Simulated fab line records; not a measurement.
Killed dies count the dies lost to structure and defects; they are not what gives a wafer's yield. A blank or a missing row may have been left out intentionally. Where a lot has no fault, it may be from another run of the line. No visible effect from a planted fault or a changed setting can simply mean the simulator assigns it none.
Chamber matching | flow nand harc | NHARC_P_BONDPAD_ACTIVATE_29 on rie diel-10: 4 sister chambers
The step chemistry N2, time 60 s. 18 wafers are shown with their chamber, then 9 later ones without.

== WAFERS WITH THEIR CHAMBER ==
wafer  | chamber | showerhead plenum p Torr (Torr) | drypump motor current A (A) | rf vpp V (V)
L074.3 | 0       | 1.68                            | 6.20                        | 63.9
L074.5 | 3       | 1.78                            | 5.39                        | 63.3
L074.6 | 2       | 1.90                            | 5.59                        | 64.5
L076.2 | 3       | 1.78                            | 5.39                        | 63.3
L076.3 | 1       | 1.82                            | 5.75                        | 65.2
L076.6 | 2       | 1.90                            | 5.60                        | 64.4
L086.2 | 3       | 1.78                            | 5.39                        | 63.9
L086.4 | 2       | 1.89                            | 5.61                        | 65.7
L086.5 | 0       | 1.67                            | 6.16                        | 62.6
L087.1 | 3       | 1.78                            | 5.39                        | 65.0
L087.2 | 0       | 1.67                            | 6.22                        | 64.9
L087.3 | 2       | 1.89                            | 5.62                        | 63.5
L089.1 | 2       | 1.89                            | 5.59                        | 64.6
L089.2 | 0       | 1.67                            | 6.20                        | 64.0
L089.5 | 3       | 1.78                            | 5.38                        | 64.3
L091.1 | 3       | 1.78                            | 5.38                        | 65.2
L091.3 | 2       | 1.89                            | 5.60                        | 65.3
L091.5 | 3       | 1.78                            | 5.38                        | 64.0

SIGNATURES (averages over the wafers above)
reading                  | chamber 0 | chamber 1 | chamber 2 | chamber 3 | scatter within a chamber
showerhead plenum p Torr | 1.6725    | 1.8200    | 1.8933    | 1.7800    | 0.00386
drypump motor current A  | 6.1950    | 5.7500    | 5.6017    | 5.3857    | 0.014
rf vpp V                 | 63.850    | 65.200    | 64.667    | 64.143    | 0.802
Rule: for a wafer and a chamber, the distance is found by dividing, reading by reading, the gap between the wafer's reading and the chamber's mean by the reading's scatter, squaring, summing and taking the root. The wafer belongs to the nearest chamber; if the next one is less than 2 further off, it can't be placed. The scatter: the root of (the sum of the squares of (reading less its chamber's mean) over the shown wafers, divided by (wafers less chambers)).

== WAFERS WITHOUT THEIR CHAMBER ==
wafer  | showerhead plenum p Torr (Torr) | drypump motor current A (A) | rf vpp V (V)
L093.2 | 1.78                            | 5.38                        | 63.7
L093.3 | 1.67                            | 6.15                        | 63.3
L093.5 | 1.81                            | 5.76                        | 64.2
L094.3 | 1.67                            | 6.27                        | 63.9
L094.4 | 1.81                            | 5.74                        | 64.9
L094.6 | 1.81                            | 5.74                        | 65.6
L096.2 | 1.89                            | 5.57                        | 64.3
L096.3 | 1.81                            | 5.75                        | 64.7
L096.6 | 1.78                            | 5.40                        | 64.2

== WHICH CHAMBER EACH WENT THROUGH ==
wafer  | from the rows above | in truth
L093.2 | 3                   | 3
L093.3 | 0                   | 0
L093.5 | 1                   | 1
L094.3 | 0                   | 0
L094.4 | 1                   | 1
L094.6 | 1                   | 1
L096.2 | 2                   | 2
L096.3 | 1                   | 1
L096.6 | 3                   | 3
Placed correctly: 9 of 9. Not placeable from these rows: 0. Placed wrongly: 0.
